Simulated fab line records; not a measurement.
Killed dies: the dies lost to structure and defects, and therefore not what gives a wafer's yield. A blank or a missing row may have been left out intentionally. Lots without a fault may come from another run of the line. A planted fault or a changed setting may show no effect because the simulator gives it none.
Chamber matching	flow n5_finfet	N5_FIN_SAQP_PECVD_06 on pecvd-04: 3 sister chambers
The step deposits a-Si from SiH4/He, target thk 60 nm, time 48.1 s. 6 wafers are shown with their chamber, then 9 later ones without.

## WAFERS WITH THEIR CHAMBER
wafer	chamber	showerhead_plenum_p_Torr (Torr)	throttle_valve_pct (%)
L074.3	1	5.67	18.4
L084.5	0	5.65	19.0
L084.6	2	5.61	18.0
L086.1	1	5.65	18.4
L086.3	2	5.60	18.0
L086.5	0	5.65	18.9

## WAFERS WITHOUT THEIR CHAMBER
wafer	showerhead_plenum_p_Torr (Torr)	throttle_valve_pct (%)
L089.1	5.65	18.5
L089.2	5.60	18.1
L089.3	5.66	18.6
L089.4	5.66	18.6
L089.5	5.60	17.9
L089.6	5.64	18.5
L095.2	5.60	18.3
L095.4	5.66	18.9
L095.6	5.68	18.8

## WHICH CHAMBER EACH ONE RAN IN
wafer	from the rows above	in truth
L089.1	1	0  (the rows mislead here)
L089.2	2	2
L089.3	1	1
L089.4	1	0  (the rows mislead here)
L089.5	2	2
L089.6	1	1
L095.2	can't be placed: 1 or 2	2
L095.4	0	0
L095.6	0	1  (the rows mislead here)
5 of 9 placed correctly. Cannot be placed on the basis of these rows: 1; the candidates contain the true chamber in 1. Wrongly placed: 3.
How it was worked out, from the rows above alone: a wafer's distance from a chamber is the root of the sum, over the readings, of the square of ((its reading less the chamber's mean) divided by the reading's scatter). If the next closest chamber is less than 2 further off than the closest, the wafer can't be placed; otherwise it belongs to the closest. For every chamber, the mean is computed from those of its wafers that are shown. The scatter: take each reading less its chamber's mean, square it, sum over the shown wafers, divide by the number of wafers less the number of chambers, and take the root.
